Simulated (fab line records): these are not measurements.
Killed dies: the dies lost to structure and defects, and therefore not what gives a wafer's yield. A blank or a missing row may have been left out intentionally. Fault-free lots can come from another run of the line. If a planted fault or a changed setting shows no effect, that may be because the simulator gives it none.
fab line records    flow n5-finfet
[record] lots = 11  wafers = 33  last-day = 17
route steps=1938 shown BEOL_M14@1761 BEOL_M15@1776
lots with no fault: from the same line, run without faults
start-h: hours from the record's opening day to when the first of the lot's shown wafers began    wait-h: hours from the lot's prior step to this one    " same as the row above    L1.1+2: several wafers, shown together as one row    - no value, or no start given    * or withheld: withheld    < > ~ a bound
route shown NAME@n: a module of which the file shows steps, and the number in the route of the first    usual: mean/standard deviation of fault-free wafers    same: alike in all rows    chamber/n: place in a boat    sites: the reading at each site    _std_site: standard deviation across them    _edge_site: mean of outer sites minus mean of inner sites    radius-mm: for every site, how far away it sits from the centre of the wafer    mask NAME#n: copy n    behind: tool/chamber where the wafer was last shaped    hold: why the lot was held/for how many hours/how that ended    device: the transistor (n, p or np) that didn't switch    end of line: at the end of the route, the tests of the same wafers    a step with no rows: only its recipe    killed: dies that structure and defects cost at the first sort, which is not the same as the wafer's yield    map: a wafer's dies, x killed, . not, _ none there
set.NAME: the setting as run; set.NAME@STEP: as run at that earlier step    model.NAME: the simulator's own value behind a step, which no gauge read
route steps across a sampled set of lots; one table per step, one row per wafer
services: when a tool's chamber went out of use (start-h, in hours from the record's first day, below 0 if earlier), for how many hours, and the reason
[[steps]]
[step N5_BEOL_M14_PRE_CLEAN_42]
[recipe] gas = H2/He  time-s = 30  temp-c = 300
[usual] heater-power-w = 468/68
lot.wafer  tool            chamber  start-h  wait-h  heater-power-w
L692.4     pvd-sputter-02  -        243.88   0.0     345
L692.5     "               -        "        "       335
L692.6     "               -        "        "       578
L694.3     pvd-sputter-01  -        265.93   0.0     488
L694.4     "               -        "        "       414
L694.5     "               -        "        "       483
L695.2     pvd-sputter-02  -        270.06   0.0     342
L695.3     "               -        "        "       594
L695.6     "               -        "        "       580
L696.1     pvd-sputter-02  -        277.88   0.0     601
L696.3     "               -        "        "       594
L696.6     "               -        "        "       471
L702.1     pvd-sputter-01  -        318.64   0.0     424
L702.3     "               -        "        "       461
L702.6     "               -        "        "       411
L705.2     pvd-sputter-02  -        328.65   0.0     483
L705.5     "               -        "        "       597
L705.6     "               -        "        "       585
L704.1     pvd-sputter-02  -        328.97   0.0     336
L704.4     "               -        "        "       608
L704.5     "               -        "        "       481
L706.3     pvd-sputter-02  -        336.26   0.0     588
L706.4     "               -        "        "       486
L706.6     "               -        "        "       468
L707.3     pvd-sputter-02  -        346.38   0.0     476
L707.4     "               -        "        "       341
L707.6     "               -        "        "       586
L711.1     pvd-sputter-01  -        363.07   0.0     421
L711.2     "               -        "        "       447
L711.5     "               -        "        "       420
L714.1     pvd-sputter-03  -        385.84   0.0     437
L714.2     "               -        "        "       453
L714.3     "               -        "        "       447
[step N5_BEOL_M14_ANNEAL_48]
[recipe] temp-c = 225  time-s = 90  ambient = N2
[usual] wafer_temp_C_max = 226.1/0.32
lot.wafer  tool           chamber  start-h  wait-h  wafer_temp_C_max
L692.4     rtp-anneal-02  0        244.68   0.4     226.0
L692.5     "              0        "        "       226.3
L692.6     "              0        "        "       226.2
L694.3     rtp-anneal-02  0        266.95   0.3     226.4
L694.4     "              0        "        "       226.6
L694.5     "              0        "        "       226.4
L695.2     rtp-anneal-01  0        270.61   0.2     226.1
L695.3     "              0        "        "       225.8
L695.6     "              0        "        "       226.1
L696.1     rtp-anneal-01  0        278.71   0.4     225.8
L696.3     "              0        "        "       225.7
L696.6     "              0        "        "       226.0
L702.1     rtp-anneal-01  0        319.34   0.3     226.1
L702.3     "              0        "        "       225.7
L702.6     "              0        "        "       225.8
L705.2     rtp-anneal-02  0        329.20   0.2     226.7
L705.5     "              0        "        "       226.3
L705.6     "              0        "        "       226.2
L704.1     rtp-anneal-02  0        329.47   0.1     226.4
L704.4     "              0        "        "       226.2
L704.5     "              0        "        "       226.6
L706.3     rtp-anneal-01  0        336.85   0.2     226.0
L706.4     "              0        "        "       225.9
L706.6     "              0        "        "       226.1
L707.3     rtp-anneal-01  0        346.97   0.2     226.1
L707.4     "              0        "        "       226.2
L707.6     "              0        "        "       226.1
L711.1     rtp-anneal-02  0        363.59   0.2     226.1
L711.2     "              0        "        "       226.8
L711.5     "              0        "        "       226.1
L714.1     rtp-anneal-02  0        386.36   0.2     226.4
L714.2     "              0        "        "       226.2
L714.3     "              0        "        "       226.5
[step N5_BEOL_M15_COAT_04]
[recipe] spin-rpm = 1704  resist-thk-nm = 800
[usual] exhaust-pa = 45.0/0.88  spin-speed-rpm = 1704.1/1.1
lot.wafer  tool            chamber  start-h  wait-h  exhaust-pa  spin-speed-rpm
L692.4     litho-track-05  0        245.62   -       44.9        1702.2
L692.5     "               0        "        "       45.0        1704.4
L692.6     "               0        "        "       45.2        1704.4
L694.3     litho-track-01  0        268.12   -       44.0        1704.3
L694.4     "               0        "        "       44.2        1703.4
L694.5     "               0        "        "       45.2        1704.9
L695.2     litho-track-05  0        271.64   -       44.1        1704.4
L695.3     "               0        "        "       44.3        1706.1
L695.6     "               0        "        "       46.0        1704.2
L696.1     litho-track-02  0        279.78   -       44.1        1703.1
L696.3     "               0        "        "       45.2        1703.4
L696.6     "               0        "        "       43.6        1706.3
L702.1     litho-track-01  0        320.41   -       42.3        1705.6
L702.3     "               0        "        "       44.7        1705.0
L702.6     "               0        "        "       44.5        1705.4
L705.2     litho-track-05  0        330.22   -       44.0        2484.0
L705.5     "               0        "        "       44.9        2484.2
L705.6     "               0        "        "       45.3        2486.0
L704.1     litho-track-05  0        330.55   -       44.3        2485.9
L704.4     "               0        "        "       43.7        2484.5
L704.5     "               0        "        "       43.9        2484.3
L706.3     litho-track-01  0        337.83   -       46.7        1703.6
L706.4     "               0        "        "       44.7        1705.7
L706.6     "               0        "        "       46.0        1705.8
L707.3     litho-track-02  0        347.95   -       44.8        1703.8
L707.4     "               0        "        "       44.1        1704.4
L707.6     "               0        "        "       43.5        1705.8
L711.1     litho-track-02  0        364.67   -       44.2        1703.9
L711.2     "               0        "        "       45.3        1701.1
L711.5     "               0        "        "       45.0        1704.3
L714.1     litho-track-02  0        387.54   -       45.1        1706.1
L714.2     "               0        "        "       44.2        1703.0
L714.3     "               0        "        "       44.4        1703.3
[step N5_BEOL_M15_CD_MEAS_10]
[recipe] target-cd-nm = 360  landing-energy-ev = 500  detector = se-inlens  polarity = opening
[usual] cd-nm = 360.4/1.9
lot.wafer  tool       chamber  start-h  wait-h  cd-nm
L692.4     cd-sem-02  0        246.01   -       360.8
L692.5     "          0        "        "       361.5
L692.6     "          0        "        "       362.9
L694.3     cd-sem-03  0        268.39   -       363.0
L694.4     "          0        "        "       359.3
L694.5     "          0        "        "       360.7
L695.2     cd-sem-03  0        271.91   -       360.9
L695.3     "          0        "        "       356.0
L695.6     "          0        "        "       360.0
L696.1     cd-sem-02  0        280.07   -       358.5
L696.3     "          0        "        "       358.2
L696.6     "          0        "        "       356.8
L702.1     cd-sem-02  0        320.80   -       358.6
L702.3     "          0        "        "       359.0
L702.6     "          0        "        "       360.4
L705.2     cd-sem-02  0        330.49   -       366.8
L705.5     "          0        "        "       366.9
L705.6     "          0        "        "       367.7
L704.1     cd-sem-01  0        330.81   -       364.7
L704.4     "          0        "        "       364.1
L704.5     "          0        "        "       366.5
L706.3     cd-sem-03  0        338.23   -       360.7
L706.4     "          0        "        "       359.6
L706.6     "          0        "        "       360.0
L707.3     cd-sem-03  0        348.22   -       360.2
L707.4     "          0        "        "       358.8
L707.6     "          0        "        "       357.6
L711.1     cd-sem-01  0        364.93   -       360.9
L711.2     "          0        "        "       363.0
L711.5     "          0        "        "       361.8
L714.1     cd-sem-02  0        387.93   -       361.7
L714.2     "          0        "        "       363.5
L714.3     "          0        "        "       360.0
[step N5_BEOL_M15_DESCUM_15]
[recipe] chemistry = O2  time-s = 7.9  source-power-w = 50  bias-power-w = 20  pressure-mtorr = 20  rf-frequency-hz = 2.712e+07  temp-c = 40  o2-flow-sccm = 225
[usual] drypump-motor-current-A = 5.7/0.36  oes-product-au = 0.80/0.093  rf-vpp-V = 243.3/1.4  showerhead-plenum-p-Torr = 2.10/0.068  throttle-valve-pct = 20.42/0.24
lot.wafer  tool         chamber  start-h  wait-h  drypump-motor-current-A  oes-product-au  rf-hours-counter-h  rf-vpp-V  showerhead-plenum-p-Torr  throttle-valve-pct
L692.4     rie-diel-01  0        246.10   0.0     5.4                      0.78            103                 243.6     2.13                      20.81
L692.5     "            0        "        "       5.4                      0.78            -                   240.6     2.13                      20.83
L692.6     "            1        "        "       6.4                      0.84            -                   242.6     2.04                      20.27
L694.3     rie-diel-06  2        268.47   0.0     5.2                      0.69            222                 243.1     2.15                      20.68
L694.4     "            1        "        "       5.5                      0.95            8                   242.7     2.07                      20.08
L694.5     "            1        "        "       5.5                      0.95            -                   243.1     2.07                      20.09
L695.2     rie-diel-02  1        271.99   0.0     5.2                      0.74            193                 240.2     2.00                      20.19
L695.3     "            2        "        "       5.8                      0.70            223                 244.9     2.16                      20.63
L695.6     "            1        "        "       5.2                      0.74            -                   240.9     2.00                      20.17
L696.1     rie-diel-02  1        280.16   0.0     5.2                      0.72            196                 241.0     2.00                      20.19
L696.3     "            2        "        "       5.8                      0.68            226                 245.4     2.16                      20.63
L696.6     "            0        "        "       5.9                      0.93            -                   245.4     2.22                      20.60
L702.1     rie-diel-02  1        321.01   0.2     5.2                      0.72            210                 242.4     1.99                      20.21
L702.3     "            3        "        "       6.4                      0.94            11                  241.9     2.06                      20.26
L702.6     "            1        "        "       5.2                      0.73            -                   240.9     1.99                      20.23
L705.2     rie-diel-02  3        330.58   0.0     6.4                      0.95            13                  241.3     2.06                      20.26
L705.5     "            3        "        "       6.4                      0.94            -                   241.6     2.06                      20.27
L705.6     "            0        "        "       5.9                      0.88            -                   244.9     2.21                      20.62
L704.1     rie-diel-02  2        331.56   0.7     5.8                      0.68            243                 243.6     2.15                      20.65
L704.4     "            0        "        "       5.9                      0.89            27                  245.9     2.21                      20.64
L704.5     "            1        "        "       5.2                      0.71            -                   241.9     1.99                      20.22
L706.3     rie-diel-02  2        338.31   0.0     5.8                      0.68            245                 243.7     2.15                      20.64
L706.4     "            0        "        "       5.9                      0.89            -                   243.5     2.21                      20.62
L706.6     "            2        "        "       5.8                      0.68            -                   245.5     2.15                      20.65
L707.3     rie-diel-06  0        348.75   0.5     5.9                      0.86            47                  243.8     2.06                      20.44
L707.4     "            2        "        "       5.2                      0.68            -                   243.5     2.14                      20.72
L707.6     "            0        "        "       5.9                      0.85            -                   243.2     2.06                      20.46
L711.1     rie-diel-01  0        365.02   0.0     5.4                      0.75            130                 244.2     2.12                      20.86
L711.2     "            3        "        "       5.9                      0.77            149                 244.0     2.20                      20.52
L711.5     "            3        "        "       5.9                      0.76            -                   245.1     2.20                      20.54
L714.1     rie-diel-01  2        388.02   0.0     5.6                      0.69            231                 242.1     2.04                      20.11
L714.2     "            0        "        "       5.3                      0.75            138                 243.1     2.11                      20.86
L714.3     "            1        "        "       6.5                      0.81            85                  243.0     2.03                      20.33
[[services]]
tool            chamber  start-h  hours  kind
rie-diel-02     0        230.12   -      clean
rie-diel-02     0        230.12   -      consumable-replace:focus-ring
rie-diel-02     0        230.12   -      consumable-replace:showerhead
rie-diel-02     0        230.12   22.2   scheduled-down
rie-diel-02     0        230.12   22.2   vent-cycle
rie-diel-06     1        250.77   15.2   repair
rie-diel-02     3        253.91   -      clean
rie-diel-02     3        253.91   -      consumable-replace:focus-ring
rie-diel-02     3        253.91   32.5   scheduled-down
rie-diel-02     3        253.91   32.5   vent-cycle
rie-diel-01     1        306.06   3.2    repair
pvd-sputter-03  -        313.96   11.4   repair
rie-diel-01     2        317.52   13.2   repair
rie-diel-06     1        324.83   6.5    repair
rie-diel-06     0        329.54   6.8    repair
rie-diel-01     -        331.02   28.1   pm
pvd-sputter-01  -        331.34   3.0    repair
pvd-sputter-01  -        337.39   1.7    repair
rie-diel-02     3        337.71   39.6   repair
rie-diel-06     1        347.24   8.0    repair
rie-diel-01     1        364.05   3.9    repair
rie-diel-02     2        370.56   11.4   repair
rie-diel-02     0        374.23   10.2   repair
rie-diel-01     3        376.43   7.4    repair
[[key]]
[first-sign] step = N5_BEOL_M15_COAT_04  reading = spin-speed-rpm  direction = up  sigmas = 99+  usual = *  struck = *
[effect] step = N5_BEOL_M15_CD_MEAS_10  reading = cd-nm  direction = up  sigmas = 3  usual = 360.4  struck = 366.1
met-at N5_BEOL_M15_COAT_04
struck-lots L704,L705
not-acting-at N5_BEOL_M14_PRE_CLEAN_42,N5_BEOL_M14_ANNEAL_48,N5_BEOL_M15_DESCUM_15
onset-between 271.64 330.22
[fault] kind = process-parameter-drift  tool = litho-track-05  chamber = -  onset-h = 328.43  steps = N5_BEOL_M15_COAT_04  channel = spin-rpm  offset = *  shape = step  end-h = 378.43  acts-in = *  stated = *
